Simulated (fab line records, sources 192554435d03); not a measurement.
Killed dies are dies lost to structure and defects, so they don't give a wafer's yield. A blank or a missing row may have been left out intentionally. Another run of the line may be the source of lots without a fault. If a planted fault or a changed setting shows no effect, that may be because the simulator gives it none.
Split-lot study ; flow n5-finfet ; route with 1938 steps; 7 lots, 21 wafers read

ABOUT THE SPLIT
At N5_BEOL_M2_COAT_62 (time 60 s, resist thk 12 nm), the setting spin-rpm was moved away from the recipe's 1500 rpm on 7 of the 21 wafers read, by -4.1% to +5.6%. The other wafers ran this setting at the recipe's value.

FROM SPLIT TO READING: 1 step shown by the file between the two
- N5_BEOL_M2_ETCH_74: etches underlayer in N2/H2, target depth 6.5 nm, time 5.2 s (also split here: source-w)

THE READING
etch.depth-nm (the simulator's own value, which no gauge read), in nm, at N5_BEOL_M2_ETCH_63 (etches SiARC in CF4, target depth 15.6 nm, time 26 s). No usual value for it is given in the file. Across the 14 wafers here that went through the recipe, the average is 11.98 nm and the standard deviation 0.032 nm.

wafer;tool, chamber at the split;spin-rpm as run, rpm;against the recipe;etch.depth-nm, nm;against lot-mates on the recipe
L074.2;litho-track-05, 0;1544;+2.9%;11.77;-0.20
L074.3;litho-track-05, 0;1500;recipe;11.95;-
L074.5;litho-track-05, 0;1500;recipe;11.98;-
L075.3;litho-track-02, 0;1500;recipe;11.97;-
L075.4;litho-track-02, 0;1500;recipe;11.97;-
L075.5;litho-track-02, 0;1500;recipe;11.96;-
L078.1;litho-track-01, 0;1500;recipe;11.99;-
L078.3;litho-track-01, 0;1500;recipe;12;-
L078.4;litho-track-01, 0;1500;recipe;12.04;-
L080.1;litho-track-05, 0;1584;+5.6%;11.7;-0.29
L080.6;litho-track-05, 0;1584;+5.6%;11.7;-0.29
L080.4;litho-track-05, 0;1500;recipe;11.99;-
L086.3;litho-track-05, 0;1439;-4.1%;12.14;+0.21
L086.5;litho-track-05, 0;1500;recipe;11.92;-
L086.6;litho-track-05, 0;1500;recipe;11.93;-
L091.1;litho-track-02, 0;1445;-3.7%;12.19;no lot-mate on the recipe
L091.2;litho-track-02, 0;1445;-3.7%;12.2;no lot-mate on the recipe
L091.4;litho-track-02, 0;1445;-3.7%;12.22;no lot-mate on the recipe
L097.1;litho-track-05, 0;1500;recipe;12.02;-
L097.3;litho-track-05, 0;1500;recipe;12.01;-
L097.5;litho-track-05, 0;1500;recipe;11.99;-

FIT RESULTS
A straight line over all 21 wafers: etch.depth-nm changes by -0.0535 nm for each +1% of spin-rpm; r = -0.97; the points scatter about the line by 0.036 nm.
The same after taking each lot's own level away (the mean of its wafers on the recipe; 18 wafers): -0.0533 nm for each +1%; r = -0.99; scatter 0.016 nm.
That fit puts the effect of the largest move of spin-rpm on the reading at 0.3 nm.
The lots' own levels span 11.925 to 12.010 nm, that is 2.7 times the standard deviation above.
The two slopes are in agreement: the lot-to-lot level therefore moves the slope only a little.
Check: for one of the wafers moved furthest among these (+5.6%), held out of the fit, the line's prediction against its lot-mates is -0.305 nm. Against them it came out at -0.29 nm.

ADDITIONAL SPLITS CARRIED BY THESE WAFERS
Other splits were also applied to these wafers ahead of the reading. Each is held against what the fit with the lots' levels taken away leaves over:
other split on the same wafers;wafers away from the commonest value;r with etch.depth-nm (lot level and that fit taken away)
N5_BEOL_M0_SAQP_SPACER1_ALD_98 ald-cycles;8;+0.22
N5_BEOL_M0_SAQP_ETCH_107 bias-w;5;-0.03
N5_BEOL_M1_COAT_61 spin-rpm;6;+0.18
N5_BEOL_M1_COAT_62 spin-rpm;3;+0.02
N5_BEOL_M1_ETCH_64 source-w;6;-0.02
N5_BEOL_M2_ETCH_74 source-w;5;+0.06

THE WHOLE CHAIN: every reading that the file lists as answering this split, in the file's order
step;what it does;reading;change (the file's fit);r (the file's)
N5_BEOL_M2_COAT_62;time 60 s, resist thk 12 nm;SiARC_of_BEOL_M2_COAT_62.thk-nm (the simulator's own value, which no gauge read);-0.0545 nm for each +1% of the setting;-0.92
N5_BEOL_M2_ETCH_63;etches SiARC in CF4, target depth 15.6 nm, time 26 s;etch.depth-nm (the simulator's own value, which no gauge read);-0.0538 nm for each +1% of the setting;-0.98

THE FILE'S OWN FIT
etch.depth-nm changes by -0.0538 nm for each +1% of spin-rpm, r = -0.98.
